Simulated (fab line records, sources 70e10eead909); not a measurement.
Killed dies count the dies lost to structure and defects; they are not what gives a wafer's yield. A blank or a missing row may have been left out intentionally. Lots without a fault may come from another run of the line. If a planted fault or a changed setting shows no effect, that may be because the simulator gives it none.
fab line records :: flow nandHarc
[record]
  lots = 5
  wafers = 15
  lastDay = 33
route steps=1302 shown P_GATE@170 END@1302
lots that met no fault: from a run of the same line without faults
startH: start of the lot's first displayed wafer, in hours after the record's first day :: waitH: hours elapsed since this lot's preceding step :: " repeats the value in the row above :: L1.1+2: a row that stands for several wafers :: - either no value or no given start :: * or withheld: withheld :: < > ~ a bound
route shown NAME@n: NAME is a module with steps in the file, n the number in the route of the first one :: usual: the fault-free wafers' mean and standard deviation :: same: alike in all rows :: chamber/n: place in a boat :: sites: each site's reading :: _std_site: standard deviation across them :: _edge_site: mean of outer sites minus mean of inner sites :: radiusMm: how far each site lies from the wafer's centre :: mask NAME#n: copy n :: behind: the last tool/chamber to shape the wafer :: hold: why the lot was held/for how many hours/how that ended :: device: transistor that didn't switch, given as n, p or np :: end of line: tests run on the same wafers once the route is complete :: a step given without rows: its recipe and nothing more :: killed: count of dies lost to structure and defects at first sort (not the wafer's yield) :: map: a wafer's dies, x killed, . not, _ none there
set.NAME: the setting as run; set.NAME@STEP: as run at that earlier step :: model.NAME: the simulator's own value behind a step, which no gauge read
lots at selected steps of the route; one table per step, one row per wafer
services: a tool's chamber out of use, with start hour (startH, from the record's first day; less than 0 if before it), hours out, and reason
[[steps]]
[step NHARC_P_GATE_CD_MEAS_46]
[recipe]
  targetCdNm = 720
  landingEnergyEv = 500
[usual]
  cdNm = 721.1/2.3
lot.wafer: L831.1
tool: cdSem-01
chamber: 0
startH: 118.06
waitH: -
cdNm: 716.8

lot.wafer: L831.3
tool: cdSem-01
chamber: 0
startH: 118.06
waitH: -
cdNm: 719.7

lot.wafer: L831.4
tool: cdSem-01
chamber: 0
startH: 118.06
waitH: -
cdNm: 720.4

lot.wafer: L832.2
tool: cdSem-03
chamber: 0
startH: 126.41
waitH: -
cdNm: 720.4

lot.wafer: L832.5
tool: cdSem-03
chamber: 0
startH: 126.41
waitH: -
cdNm: 720.2

lot.wafer: L832.6
tool: cdSem-03
chamber: 0
startH: 126.41
waitH: -
cdNm: 720.7

lot.wafer: L837.3
tool: cdSem-01
chamber: 0
startH: 180.78
waitH: -
cdNm: 719.8

lot.wafer: L837.4
tool: cdSem-01
chamber: 0
startH: 180.78
waitH: -
cdNm: 717.5

lot.wafer: L837.5
tool: cdSem-01
chamber: 0
startH: 180.78
waitH: -
cdNm: 716.9

lot.wafer: L852.1
tool: cdSem-01
chamber: 0
startH: 334.83
waitH: -
cdNm: 718.8

lot.wafer: L852.2
tool: cdSem-01
chamber: 0
startH: 334.83
waitH: -
cdNm: 721.8

lot.wafer: L852.3
tool: cdSem-01
chamber: 0
startH: 334.83
waitH: -
cdNm: 719.9

lot.wafer: L853.1
tool: cdSem-03
chamber: 0
startH: 343.24
waitH: -
cdNm: 718.3

lot.wafer: L853.2
tool: cdSem-03
chamber: 0
startH: 343.24
waitH: -
cdNm: 722.7

lot.wafer: L853.6
tool: cdSem-03
chamber: 0
startH: 343.24
waitH: -
cdNm: 724.5
[step NHARC_P_GATE_HARDBAKE_47]
[recipe]
  tempC = 125
  timeS = 80
[step NHARC_P_GATE_DESCUM_48]
[recipe]
  timeS = 3
  o2FlowSccm = 200
  arFlowSccm = 0
  biasPowerW = 0
  chemistry = O2
[usual]
  drypumpMotorCurrentA = 5.8/0.45
  o2FlowSccm = 200.1/0.63
  oesProductAu = 0.999/0.014
  rfVppV = 57.9/0.92
  showerheadPlenumPTorr = 1.96/0.078
  throttleValvePct = 11.312/0.0085
[same]
  timeS = 3
lot.wafer: L831.4
tool: rieDiel-05
chamber: 3
startH: 118.22
waitH: -
drypumpMotorCurrentA: 6.3
o2FlowSccm: 201.3
oesProductAu: 1.013
rfHoursCounterH: 3
rfVppV: 56.4
showerheadPlenumPTorr: 1.88
throttleValvePct: 11.319

lot.wafer: L831.3
tool: rieDiel-05
chamber: 0
startH: 118.22
waitH: -
drypumpMotorCurrentA: 5.3
o2FlowSccm: 199.9
oesProductAu: 0.992
rfHoursCounterH: 2
rfVppV: 56.2
showerheadPlenumPTorr: 1.80
throttleValvePct: 11.308

lot.wafer: L831.1
tool: rieDiel-05
chamber: 2
startH: 118.22
waitH: -
drypumpMotorCurrentA: 5.7
o2FlowSccm: 200.3
oesProductAu: 0.983
rfHoursCounterH: 3
rfVppV: 57.1
showerheadPlenumPTorr: 1.98
throttleValvePct: 11.314

lot.wafer: L832.2
tool: rieDiel-09
chamber: 2
startH: 126.59
waitH: -
drypumpMotorCurrentA: 5.1
o2FlowSccm: 201.1
oesProductAu: 1.000
rfHoursCounterH: 10
rfVppV: 58.0
showerheadPlenumPTorr: 1.92
throttleValvePct: 11.310

lot.wafer: L832.5
tool: rieDiel-09
chamber: 0
startH: 126.59
waitH: -
drypumpMotorCurrentA: 5.7
o2FlowSccm: 199.6
oesProductAu: 1.018
rfHoursCounterH: -
rfVppV: 57.3
showerheadPlenumPTorr: 2.07
throttleValvePct: 11.300

lot.wafer: L832.6
tool: rieDiel-09
chamber: 1
startH: 126.59
waitH: -
drypumpMotorCurrentA: 5.4
o2FlowSccm: 201.1
oesProductAu: 0.984
rfHoursCounterH: -
rfVppV: 57.9
showerheadPlenumPTorr: 2.04
throttleValvePct: 11.313

lot.wafer: L837.3
tool: rieDiel-05
chamber: 0
startH: 180.94
waitH: -
drypumpMotorCurrentA: 5.3
o2FlowSccm: 200.4
oesProductAu: 0.992
rfHoursCounterH: 6
rfVppV: 57.9
showerheadPlenumPTorr: 1.80
throttleValvePct: 11.316

lot.wafer: L837.4
tool: rieDiel-05
chamber: 2
startH: 180.94
waitH: -
drypumpMotorCurrentA: 5.8
o2FlowSccm: 200.3
oesProductAu: 0.982
rfHoursCounterH: 6
rfVppV: 58.3
showerheadPlenumPTorr: 1.98
throttleValvePct: 11.314

lot.wafer: L837.5
tool: rieDiel-05
chamber: 0
startH: 180.94
waitH: -
drypumpMotorCurrentA: 5.3
o2FlowSccm: 200.7
oesProductAu: 1.006
rfHoursCounterH: -
rfVppV: 57.7
showerheadPlenumPTorr: 1.80
throttleValvePct: 11.313

lot.wafer: L852.1
tool: rieDiel-05
chamber: 3
startH: 335.01
waitH: -
drypumpMotorCurrentA: 6.3
o2FlowSccm: 199.6
oesProductAu: 1.001
rfHoursCounterH: 5
rfVppV: 58.5
showerheadPlenumPTorr: 1.88
throttleValvePct: 11.315

lot.wafer: L852.3
tool: rieDiel-05
chamber: 0
startH: 335.01
waitH: -
drypumpMotorCurrentA: 5.3
o2FlowSccm: 199.6
oesProductAu: 1.017
rfHoursCounterH: 6
rfVppV: 57.2
showerheadPlenumPTorr: 1.80
throttleValvePct: 11.313

lot.wafer: L852.2
tool: rieDiel-05
chamber: 1
startH: 335.01
waitH: -
drypumpMotorCurrentA: 6.3
o2FlowSccm: 200.3
oesProductAu: 0.978
rfHoursCounterH: 6
rfVppV: 58.0
showerheadPlenumPTorr: 1.93
throttleValvePct: 11.323

lot.wafer: L853.2
tool: rieDiel-10
chamber: 0
startH: 343.40
waitH: -
drypumpMotorCurrentA: 5.5
o2FlowSccm: 200.1
oesProductAu: 1.022
rfHoursCounterH: 4
rfVppV: 57.4
showerheadPlenumPTorr: 2.06
throttleValvePct: 11.303

lot.wafer: L853.1
tool: rieDiel-10
chamber: 1
startH: 343.40
waitH: -
drypumpMotorCurrentA: 6.6
o2FlowSccm: 199.2
oesProductAu: 0.988
rfHoursCounterH: 5
rfVppV: 58.7
showerheadPlenumPTorr: 2.01
throttleValvePct: 11.315

lot.wafer: L853.6
tool: rieDiel-10
chamber: 1
startH: 343.40
waitH: -
drypumpMotorCurrentA: 6.6
o2FlowSccm: 200.8
oesProductAu: 0.999
rfHoursCounterH: -
rfVppV: 57.0
showerheadPlenumPTorr: 2.01
throttleValvePct: 11.300
[step NHARC_P_GATE_IMPLANT_49]
[recipe]
  energyKev = 30
  doseCm2 = 3e+15
  tiltDeg = 7
[step NHARC_P_GATE_STRIP_111]
[recipe]
  powerW = 1500
  tempC = 110
  timeS = 250
  chemistry = N2/H2
[usual]
  drypumpMotorCurrentA = 5.52/0.15
  heaterPowerW = 88/3.1
  tempC = 110.00/0.14
[same]
  timeS = 250
lot.wafer: L831.1
tool: plasmaAsher-02
chamber: 0
startH: 118.64
waitH: 0.2
drypumpMotorCurrentA: 5.54
heaterPowerW: 88
rfHoursCounterH: 7
tempC: 110.01

lot.wafer: L831.3
tool: plasmaAsher-02
chamber: 1
startH: 118.64
waitH: 0.2
drypumpMotorCurrentA: 5.37
heaterPowerW: 81
rfHoursCounterH: -
tempC: 109.96

lot.wafer: L831.4
tool: plasmaAsher-02
chamber: 0
startH: 118.64
waitH: 0.2
drypumpMotorCurrentA: 5.55
heaterPowerW: 88
rfHoursCounterH: -
tempC: 109.96

lot.wafer: L832.2
tool: plasmaAsher-01
chamber: 1
startH: 126.99
waitH: 0.2
drypumpMotorCurrentA: 5.44
heaterPowerW: 91
rfHoursCounterH: 30
tempC: 110.18

lot.wafer: L832.6
tool: plasmaAsher-01
chamber: 0
startH: 126.99
waitH: 0.2
drypumpMotorCurrentA: 5.84
heaterPowerW: 91
rfHoursCounterH: -
tempC: 110.10

lot.wafer: L832.5
tool: plasmaAsher-01
chamber: 1
startH: 126.99
waitH: 0.2
drypumpMotorCurrentA: 5.44
heaterPowerW: 89
rfHoursCounterH: -
tempC: 110.18

lot.wafer: L837.4
tool: plasmaAsher-01
chamber: 1
startH: 181.41
waitH: 0.2
drypumpMotorCurrentA: 5.43
heaterPowerW: 87
rfHoursCounterH: -
tempC: 110.09

lot.wafer: L837.3
tool: plasmaAsher-01
chamber: 0
startH: 181.41
waitH: 0.2
drypumpMotorCurrentA: 5.78
heaterPowerW: 92
rfHoursCounterH: -
tempC: 109.94

lot.wafer: L837.5
tool: plasmaAsher-01
chamber: 1
startH: 181.41
waitH: 0.2
drypumpMotorCurrentA: 5.43
heaterPowerW: 87
rfHoursCounterH: -
tempC: 109.87

lot.wafer: L852.1
tool: plasmaAsher-02
chamber: 0
startH: 335.36
waitH: 0.2
drypumpMotorCurrentA: 5.59
heaterPowerW: 92
rfHoursCounterH: 16
tempC: 110.05

lot.wafer: L852.2
tool: plasmaAsher-02
chamber: 1
startH: 335.36
waitH: 0.2
drypumpMotorCurrentA: 5.34
heaterPowerW: 89
rfHoursCounterH: 16
tempC: 109.99

lot.wafer: L852.3
tool: plasmaAsher-02
chamber: 1
startH: 335.36
waitH: 0.2
drypumpMotorCurrentA: 5.35
heaterPowerW: 89
rfHoursCounterH: -
tempC: 109.97

lot.wafer: L853.1
tool: plasmaAsher-02
chamber: 0
startH: 343.87
waitH: 0.3
drypumpMotorCurrentA: 5.54
heaterPowerW: 90
rfHoursCounterH: 18
tempC: 109.97

lot.wafer: L853.2
tool: plasmaAsher-02
chamber: 1
startH: 343.87
waitH: 0.3
drypumpMotorCurrentA: 5.37
heaterPowerW: 88
rfHoursCounterH: 18
tempC: 109.92

lot.wafer: L853.6
tool: plasmaAsher-02
chamber: 0
startH: 343.87
waitH: 0.3
drypumpMotorCurrentA: 5.49
heaterPowerW: 89
rfHoursCounterH: -
tempC: 110.06
[step NHARC_P_GATE_STRIP_75]
[recipe]
  powerW = 1500
  tempC = 250
  chemistry = O2
[usual]
  drypumpMotorCurrentA = 5.52/0.16
  heaterPowerW = 328/12
  tempC = 249.99/0.16
lot.wafer: L831.1
tool: plasmaAsher-02
chamber: 0
startH: 118.90
waitH: 0.2
drypumpMotorCurrentA: 5.58
heaterPowerW: 326
rfHoursCounterH: 7
tempC: 249.92

lot.wafer: L831.3
tool: plasmaAsher-02
chamber: 1
startH: 118.90
waitH: 0.2
drypumpMotorCurrentA: 5.37
heaterPowerW: 311
rfHoursCounterH: -
tempC: 249.71

lot.wafer: L831.4
tool: plasmaAsher-02
chamber: 0
startH: 118.90
waitH: 0.2
drypumpMotorCurrentA: 5.52
heaterPowerW: 338
rfHoursCounterH: -
tempC: 249.95

lot.wafer: L832.2
tool: plasmaAsher-01
chamber: 1
startH: 127.25
waitH: 0.2
drypumpMotorCurrentA: 5.44
heaterPowerW: 327
rfHoursCounterH: 30
tempC: 250.08

lot.wafer: L832.6
tool: plasmaAsher-01
chamber: 0
startH: 127.25
waitH: 0.2
drypumpMotorCurrentA: 5.80
heaterPowerW: 338
rfHoursCounterH: -
tempC: 249.94

lot.wafer: L832.5
tool: plasmaAsher-01
chamber: 1
startH: 127.25
waitH: 0.2
drypumpMotorCurrentA: 5.44
heaterPowerW: 323
rfHoursCounterH: -
tempC: 250.27

lot.wafer: L837.4
tool: plasmaAsher-01
chamber: 1
startH: 181.63
waitH: 0.2
drypumpMotorCurrentA: 5.45
heaterPowerW: 320
rfHoursCounterH: -
tempC: 249.92

lot.wafer: L837.3
tool: plasmaAsher-01
chamber: 0
startH: 181.63
waitH: 0.2
drypumpMotorCurrentA: 5.80
heaterPowerW: 327
rfHoursCounterH: -
tempC: 249.94

lot.wafer: L837.5
tool: plasmaAsher-01
chamber: 1
startH: 181.63
waitH: 0.2
drypumpMotorCurrentA: 5.46
heaterPowerW: 324
rfHoursCounterH: -
tempC: 249.86

lot.wafer: L852.1
tool: plasmaAsher-02
chamber: 0
startH: 335.66
waitH: 0.3
drypumpMotorCurrentA: 5.57
heaterPowerW: 343
rfHoursCounterH: 16
tempC: 249.78

lot.wafer: L852.2
tool: plasmaAsher-02
chamber: 1
startH: 335.66
waitH: 0.3
drypumpMotorCurrentA: 5.35
heaterPowerW: 337
rfHoursCounterH: 16
tempC: 249.95

lot.wafer: L852.3
tool: plasmaAsher-02
chamber: 1
startH: 335.66
waitH: 0.3
drypumpMotorCurrentA: 5.37
heaterPowerW: 332
rfHoursCounterH: -
tempC: 250.03

lot.wafer: L853.1
tool: plasmaAsher-02
chamber: 0
startH: 344.17
waitH: 0.3
drypumpMotorCurrentA: 5.58
heaterPowerW: 344
rfHoursCounterH: 18
tempC: 250.10

lot.wafer: L853.2
tool: plasmaAsher-02
chamber: 1
startH: 344.17
waitH: 0.3
drypumpMotorCurrentA: 5.38
heaterPowerW: 331
rfHoursCounterH: 18
tempC: 249.81

lot.wafer: L853.6
tool: plasmaAsher-02
chamber: 0
startH: 344.17
waitH: 0.3
drypumpMotorCurrentA: 5.57
heaterPowerW: 347
rfHoursCounterH: -
tempC: 250.16
[step NHARC_P_GATE_STRIP_50]
[recipe]
  timeS = 900
  tempC = 130
  chemistry = SPM
[step NHARC_P_GATE_DEHYDRATE_51]
[recipe]
  tempC = 150
  timeS = 120
[step NHARC_P_GATE_HMDS_52]
[recipe]
  timeS = 30
[step NHARC_P_GATE_COAT_53]
[recipe]
  spinRpm = 3000
[step NHARC_P_GATE_SOFTBAKE_54]
[recipe]
  tempC = 122
  timeS = 95
[step NHARC_P_GATE_EBR_55]
[step NHARC_P_GATE_EXPOSE_56]
[recipe]
  na = 0.6
  targetCdNm = 720
  doseMj = 14.81
  maskId = P_PSD
lot.wafer: L831.1+3+4
tool: krfScanner-04
chamber: 0
startH: 119.67
waitH: -
mask: P_PSD#0

lot.wafer: L832.2+5+6
tool: krfScanner-01
chamber: 0
startH: 128.02
waitH: -
mask: P_PSD#0

lot.wafer: L837.3+4+5
tool: krfScanner-01
chamber: 0
startH: 182.26
waitH: -
mask: P_PSD_R1#0

lot.wafer: L852.1+2+3
tool: krfScanner-04
chamber: 0
startH: 336.43
waitH: -
mask: P_PSD#0

lot.wafer: L853.1+2+6
tool: krfScanner-04
chamber: 0
startH: 344.81
waitH: -
mask: P_PSD#0
[step NHARC_P_GATE_PEB_57]
[recipe]
  pebTempC = 118
  pebTimeS = 85
[step NHARC_P_GATE_DEVELOP_58]
[recipe]
  timeS = 70
[step NHARC_P_GATE_CD_MEAS_59]
[recipe]
  targetCdNm = 720
  landingEnergyEv = 500
[usual]
  cdNm = 719.8/2.4
lot.wafer: L831.1
tool: cdSem-03
chamber: 0
startH: 119.82
waitH: -
cdNm: 721.2

lot.wafer: L831.3
tool: cdSem-03
chamber: 0
startH: 119.82
waitH: -
cdNm: 719.7

lot.wafer: L831.4
tool: cdSem-03
chamber: 0
startH: 119.82
waitH: -
cdNm: 718.9

lot.wafer: L832.2
tool: cdSem-03
chamber: 0
startH: 128.18
waitH: -
cdNm: 715.6

lot.wafer: L832.5
tool: cdSem-03
chamber: 0
startH: 128.18
waitH: -
cdNm: 719.7

lot.wafer: L832.6
tool: cdSem-03
chamber: 0
startH: 128.18
waitH: -
cdNm: 715.6

lot.wafer: L837.3
tool: cdSem-01
chamber: 0
startH: 182.41
waitH: -
cdNm: 709.9

lot.wafer: L837.4
tool: cdSem-01
chamber: 0
startH: 182.41
waitH: -
cdNm: 712.0

lot.wafer: L837.5
tool: cdSem-01
chamber: 0
startH: 182.41
waitH: -
cdNm: 708.3

lot.wafer: L852.1
tool: cdSem-03
chamber: 0
startH: 336.59
waitH: -
cdNm: 712.7

lot.wafer: L852.2
tool: cdSem-03
chamber: 0
startH: 336.59
waitH: -
cdNm: 718.6

lot.wafer: L852.3
tool: cdSem-03
chamber: 0
startH: 336.59
waitH: -
cdNm: 716.5

lot.wafer: L853.1
tool: cdSem-01
chamber: 0
startH: 344.97
waitH: -
cdNm: 721.8

lot.wafer: L853.2
tool: cdSem-01
chamber: 0
startH: 344.97
waitH: -
cdNm: 720.4

lot.wafer: L853.6
tool: cdSem-01
chamber: 0
startH: 344.97
waitH: -
cdNm: 722.8
[step NHARC_P_GATE_HARDBAKE_60]
[recipe]
  tempC = 125
  timeS = 80
[step NHARC_END_SORT_01]
[recipe]
  tempC = 25
[usual]
  killedAtArray = 59/21
  killedAtOther = 0.8/1.1
  killedAtPeriphery = 4.1/2.8
  killedDies = 64/20
  killedOpen = 3.1/1.7
  killedShort = 2.4/1.6
[same]
  grossDies = 677
lot.wafer: L832.2
tool: prober-01
chamber: 0
startH: 595.34
waitH: 2.8
killedAtArray: 50
killedAtOther: 1
killedAtPeriphery: 6
killedDies: 57
killedOpen: 3
killedShort: 4

lot.wafer: L832.5
tool: prober-01
chamber: 0
startH: 597.72
waitH: 3.7
killedAtArray: 43
killedAtOther: 0
killedAtPeriphery: 6
killedDies: 49
killedOpen: 3
killedShort: 5

lot.wafer: L832.6
tool: prober-01
chamber: 0
startH: 598.52
waitH: 4.0
killedAtArray: 43
killedAtOther: 0
killedAtPeriphery: 8
killedDies: 51
killedOpen: 6
killedShort: 0

lot.wafer: L853.1
tool: prober-01
chamber: 0
startH: 792.80
waitH: 2.5
killedAtArray: 78
killedAtOther: 0
killedAtPeriphery: 4
killedDies: 82
killedOpen: 2
killedShort: 1

lot.wafer: L853.2
tool: prober-01
chamber: 0
startH: 793.60
waitH: 2.8
killedAtArray: 82
killedAtOther: 1
killedAtPeriphery: 7
killedDies: 90
killedOpen: 3
killedShort: 5

lot.wafer: L853.6
tool: prober-01
chamber: 0
startH: 796.81
waitH: 4.0
killedAtArray: 59
killedAtOther: 2
killedAtPeriphery: 1
killedDies: 62
killedOpen: 1
killedShort: 4
// killed by level:class
L832.2 A_CHANNEL_HOLE_D2:chamberFilmFlake=34 A_CONTACT:chamberFilmFlake=9 A_CHANNEL_HOLE_D1:chamberFilmFlake=3 P_BONDPAD:chamberFilmFlake=2 P_M0:geometricParticle:short=1 P_M1:geometricParticle:open=1 A_SOURCE_PLATE:geometricParticle:short=1 A_CHANNEL_FILL_D1:geometricParticle:open=1
L832.5 A_CHANNEL_HOLE_D2:chamberFilmFlake=21 A_CONTACT:chamberFilmFlake=9 A_CHANNEL_HOLE_D1:chamberFilmFlake=3 A_BLC:chamberFilmFlake=3 A_WL_FILL:geometricParticle:short=2 P_M0:chamberFilmFlake=2 P_CONTACT:geometricParticle:short=1 A_SOURCE_PLATE:geometricParticle:short=1
L832.6 A_CHANNEL_HOLE_D2:chamberFilmFlake=31 P_BONDPAD:chamberFilmFlake=5 A_WL_FILL:geometricParticle:open=2 A_CHANNEL_HOLE_D1:chamberFilmFlake=2 A_CONTACT:chamberFilmFlake=2 A_BLC:chamberFilmFlake=2 P_M0:geometricParticle:open=1 A_CHANNEL_FILL_D2:geometricParticle:open=1
L853.1 A_CHANNEL_HOLE_D2:chamberFilmFlake=23 A_CHANNEL_HOLE_D1:chamberFilmFlake=20 A_CONTACT:chamberFilmFlake=13 A_SLIT:chamberFilmFlake=12 A_WL_FILL:chamberFilmFlake=5 P_GATE:chamberFilmFlake=3 A_STAIRCASE:chamberFilmFlake=2 P_GATE:geometricParticle:open=1
L853.2 A_CHANNEL_HOLE_D2:chamberFilmFlake=31 A_CHANNEL_HOLE_D1:chamberFilmFlake=15 A_CONTACT:chamberFilmFlake=14 A_SLIT:chamberFilmFlake=13 P_GATE:chamberFilmFlake=3 P_ZERO_WELL:chamberFilmFlake=2 P_GATE:geometricParticle:short=1 P_CONTACT:geometricParticle:open=1
L853.6 A_CHANNEL_HOLE_D2:chamberFilmFlake=26 A_CONTACT:chamberFilmFlake=11 A_CHANNEL_HOLE_D1:chamberFilmFlake=8 A_SLIT:chamberFilmFlake=6 A_WL_FILL:chamberFilmFlake=2 THIN_TSV:chamberFilmFlake=2 A_ONON_D1:geometricParticle:open=1 A_CHANNEL_HOLE_D1:geometricParticle:short=1
[[services]]
tool: rieDiel-10
chamber: 0
startH: 103.80
hours: 17.0
kind: repair

tool: rieDiel-09
chamber: 3
startH: 106.03
hours: 1.6
kind: repair

tool: rieDiel-10
chamber: 0
startH: 121.02
hours: 50.6
kind: repair

tool: rieDiel-09
chamber: 2
startH: 123.01
hours: 3.2
kind: repair

tool: rieDiel-05
chamber: -
startH: 137.59
hours: 0.8
kind: repair

tool: rieDiel-10
chamber: -
startH: 138.73
hours: 0.2
kind: repair

tool: krfScanner-01
chamber: -
startH: 140.00
hours: 4.0
kind: pm

tool: rieDiel-09
chamber: -
startH: 143.10
hours: 9.0
kind: pm

tool: rieDiel-10
chamber: 2
startH: 148.44
hours: 4.9
kind: repair

tool: plasmaAsher-01
chamber: -
startH: 165.03
hours: 9.0
kind: pm

tool: rieDiel-10
chamber: 2
startH: 177.62
hours: 28.1
kind: repair

tool: krfScanner-04
chamber: -
startH: 182.00
hours: 4.0
kind: pm

tool: krfScanner-04
chamber: -
startH: 201.82
hours: 2.1
kind: repair

tool: rieDiel-05
chamber: -
startH: 229.60
hours: 9.0
kind: pm

tool: krfScanner-01
chamber: -
startH: 231.85
hours: 0.8
kind: repair

tool: plasmaAsher-02
chamber: -
startH: 245.49
hours: 1.5
kind: repair

tool: plasmaAsher-02
chamber: -
startH: 249.18
hours: 9.0
kind: pm

tool: rieDiel-05
chamber: 3
startH: 260.27
hours: 7.1
kind: repair

tool: krfScanner-01
chamber: -
startH: 262.13
hours: 0.3
kind: repair

tool: krfScanner-04
chamber: -
startH: 283.56
hours: 0.2
kind: repair

tool: krfScanner-01
chamber: -
startH: 309.46
hours: 2.1
kind: repair

tool: krfScanner-04
chamber: -
startH: 310.25
hours: 0.8
kind: repair

tool: krfScanner-01
chamber: -
startH: 312.00
hours: 4.0
kind: pm

tool: plasmaAsher-01
chamber: -
startH: 342.18
hours: 9.0
kind: pm
[[key]]
[firstSign]
  step = NHARC_P_GATE_EXPOSE_56
  reading = mask
  direction = changed
[effect]
  step = NHARC_P_GATE_CD_MEAS_59
  reading = cdNm
  direction = down
  sigmas = 4.2
  usual = 719.8
  struck = 710.1
metAt NHARC_P_GATE_EXPOSE_56
struckWafers L837.3,L837.4,L837.5
testerLeftOut L837
onsetBetween 128.02 182.26
[fault]
  kind = wrongMask
  tool = any
  chamber = -
  onsetH = 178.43
  steps = NHARC_P_GATE_EXPOSE_56
  auxCopy = P_PSD_R1#0
  cdOffsetNm = -8.508
  scope = struckLotsOnly
// testerLeftOut: of these lots the tester's yield and bins aren't shown, on N5 and GAA mostly nor the transistor test; their killed dies are dies lost to structure and defects alone, not to doping, threshold or leakage, so they don't give the yield
